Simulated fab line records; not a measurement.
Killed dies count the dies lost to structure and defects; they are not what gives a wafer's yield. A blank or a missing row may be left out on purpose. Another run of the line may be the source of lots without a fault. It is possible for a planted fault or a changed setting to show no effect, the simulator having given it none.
A lot that was struck, set against a sound lot | flow n5 finfet | 18 steps out of a route of 1938
Sound: these wafers, L904.3, L904.4, L904.5. Wafers struck: L895.2, L895.4, L895.6. The cause is given at the end.
Each step with rows lists, per side, the tool, then ch with its chambers, then its first start. Under that, the readings that differ: sound wafers | struck wafers | difference of the means | sigmas: that difference in standard deviations of wafers without a fault.
alike: words and numbers the same on both sides, and readings whose means are apart by under 2 such deviations; not compared: readings that were withheld, readings missing a value for some wafer, numbers with overlapping values and no deviation given by the record, and bounds like >300 which may hide the same value.
The two part at a step that has a row with sigmas, a row that says differs or no value, or rows on one side only. Non-overlapping numbers with no deviation appear without sigmas and do not part them. A reading missing from all wafers of one side parts the sides only when that side holds two or more wafers.

N5_PMOS_HMC_CHANNEL_EPI_ETCH_32: etches BARC in N2/H2, stops on SiO2, target depth 85.8 nm, time 50.3 s.
  sound on rie diel-05 ch 1,2, day 5 23:46; struck on rie diel-03 ch 1,2, day 3 19:02
  alike: bias w, drypump motor current A, oes product au, rf vpp V, showerhead plenum p Torr, throttle valve pct
  not compared: rf hours counter h
N5_PMOS_HMC_CHANNEL_EPI_HM_OPEN_15: chemistry CHF3/O2, target SiO2, target depth 40.6 nm, time 20.3 s.
  sound on rie diel-05 ch 1,2, day 5 23:49; struck on rie diel-03 ch 1,2, day 3 19:05
  alike: O2_flow_sccm, bias w, drypump motor current A, oes_ar_750_au, oes product au, rf vpp V, showerhead plenum p Torr, throttle valve pct
  not compared: rf hours counter h
N5_PMOS_HMC_CHANNEL_EPI_STRIP_33: strips in N2/H2.
  sound on rie diel-05 ch 1,2, day 5 23:52; struck on rie diel-03 ch 1,2, day 3 19:08
  alike: drypump motor current A, oes product au, rf vpp V, showerhead plenum p Torr, throttle valve pct
  not compared: rf hours counter h
then, 1 step without rows for these wafers: N5_PMOS_HMC_CHANNEL_EPI_STRIP_17 (strips in SPM, time 750 s).
N5_PMOS_HMC_CHANNEL_EPI_ETCH_38: etches SiO2 in CF4, target depth 1.5 nm.
  sound on rie si-05 ch 0,2,3, day 6 00:10; struck on rie si-02 ch 1,2, day 3 19:27
  alike: bias w, drypump motor current A, oes product au, throttle valve pct
  not compared: rf hours counter h
N5_PMOS_HMC_CHANNEL_EPI_FIN_RECESS_16: chemistry HBr/Cl2, target Si, target depth 54 nm, time 18 s.
  sound on rie si-05 ch 0,2,3, day 6 00:11; struck on rie si-02 ch 1,2, day 3 19:28
  alike: bias w, drypump motor current A, oes product au, throttle valve pct
  not compared: rf hours counter h
then, 6 steps without rows for these wafers: N5_PMOS_HMC_CHANNEL_EPI_PRECLEAN_36 (cleans in O3/DIW, time 45 s); N5_PMOS_HMC_CHANNEL_EPI_PRECLEAN_18 (cleans in DHF, time 30 s); N5_PMOS_HMC_CHANNEL_EPI_SRD_19 (time 30 s); N5_PMOS_HMC_CHANNEL_EPI_EPI_20 (deposits SiGe30, target thk 59 nm); N5_PMOS_HMC_CHANNEL_EPI_HM_STRIP_35 (strips SiO2 in dHF, material SiO2, target depth 39.6 nm, time 216 s); N5_PMOS_HMC_CHANNEL_EPI_SRD_39 (time 30 s).
N5_PMOS_HMC_CHANNEL_EPI_CMP_21: polishes SiGe30, target thk 54 nm.
  sound on cmp-01 ch 1,2,3, day 6 01:44; struck on cmp-01 ch 0,3, day 3 20:59
  no value came back on the struck wafers for edge zone pressure frac, motor current A (A); on the sound wafers edge zone pressure frac reads 0.999 1.002 1.001
  reading                                                 | sound             | struck            | difference | sigmas
  model.SiGe30_of_PMOS_HMC_CHANNEL_EPI_EPI_20.thk nm (nm) | 54.19 53.88 54.07 | 58.89 58.78 58.31 | +4.61      |
N5_PMOS_HMC_CHANNEL_EPI_THK_MEAS_22:
  struck on film metro-02, day 3 21:16; sound on film metro-01, day 6 01:59
  reading          | sound          | struck         | difference | sigmas
  HMC_CMP_THK (nm) | 54.5 53.0 54.0 | 58.9 58.8 58.3 | +4.8       | +4
then, 1 step without rows for these wafers: N5_PMOS_HMC_CHANNEL_EPI_PRECLEAN_40 (cleans in DHF, time 30 s).
N5_PMOS_HMC_CHANNEL_EPI_PRECLEAN_37: cleans in O3/DIW, time 45 s.
  sound on wet bench-01 ch 2,4,7, day 6 02:02; struck on wet bench-02 ch 0,1,2, day 3 21:19
  reading                                                 | sound             | struck           | difference | sigmas
  model.SiGe30_of_PMOS_HMC_CHANNEL_EPI_EPI_20.thk nm (nm) | 53.48 53.18 53.37 | 58.2 58.09 57.61 | +4.6       |
then, 1 step without rows for these wafers: N5_PMOS_HMC_CHANNEL_EPI_PRECLEAN_24 (cleans in DHF, time 30 s).
N5_BEOL_M4_RC_MEAS_101:
  the record has rows for the sound wafers here (prober-02 ch 0, day 12 03:14) and none for the struck ones

## WHERE THEY PART
First at N5_PMOS_HMC_CHANNEL_EPI_CMP_21; last, within this record, at N5_BEOL_M4_RC_MEAS_101.

WHY: what had been put in by the simulator
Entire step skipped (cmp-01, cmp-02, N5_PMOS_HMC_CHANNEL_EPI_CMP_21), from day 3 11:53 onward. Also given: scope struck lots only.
